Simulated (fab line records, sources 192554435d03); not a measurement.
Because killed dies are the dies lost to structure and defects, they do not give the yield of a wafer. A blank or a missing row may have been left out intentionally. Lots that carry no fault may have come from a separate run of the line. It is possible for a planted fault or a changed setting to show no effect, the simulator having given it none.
Matching of chambers -- flow n5Finfet -- N5_BEOL_M4_PECVD_72 on pecvd-03: 3 sister chambers
The step deposits SiO2 from TEOS/O2, target thk 16 nm, time 18 s. 3 wafers are shown with their chamber, then 7 later ones without.

WAFERS WITH THEIR CHAMBER
wafer,chamber,throttleValvePct (%)
L090.2,1,22.2
L094.2,2,21.7
L094.3,0,22.9

WAFERS WITH NO CHAMBER GIVEN
wafer,throttleValvePct (%)
L094.4,22.3
L095.1,21.9
L095.4,22.0
L095.5,22.2
L096.1,22.7
L096.2,22.1
L096.6,23.1

THE CHAMBER EACH PASSED THROUGH
wafer,from the rows above,in truth
L094.4,1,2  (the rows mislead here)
L095.1,can't be placed: 2 or 1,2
L095.4,can't be placed: 1 or 2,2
L095.5,1,1
L096.1,can't be placed: 0 or 1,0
L096.2,can't be placed: 1 or 2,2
L096.6,0,0
Placed correctly: 2 of 7. From these rows, 4 cannot be placed; in 4 the true chamber is one of the candidates. Wrongly placed: 1.
How it was worked out, from the rows above alone: a wafer's distance from a chamber is the root of the sum, over the readings, of the square of ((its reading less the chamber's mean) divided by the reading's scatter). If the next closest chamber is less than 2 further off than the closest, the wafer can't be placed; otherwise it belongs to the closest. The mean given for a chamber averages the wafers shown for that chamber. The scatter (one wafer shown for each chamber): square how far every hidden wafer sits from the nearest shown wafer, average those squares and take the square root.
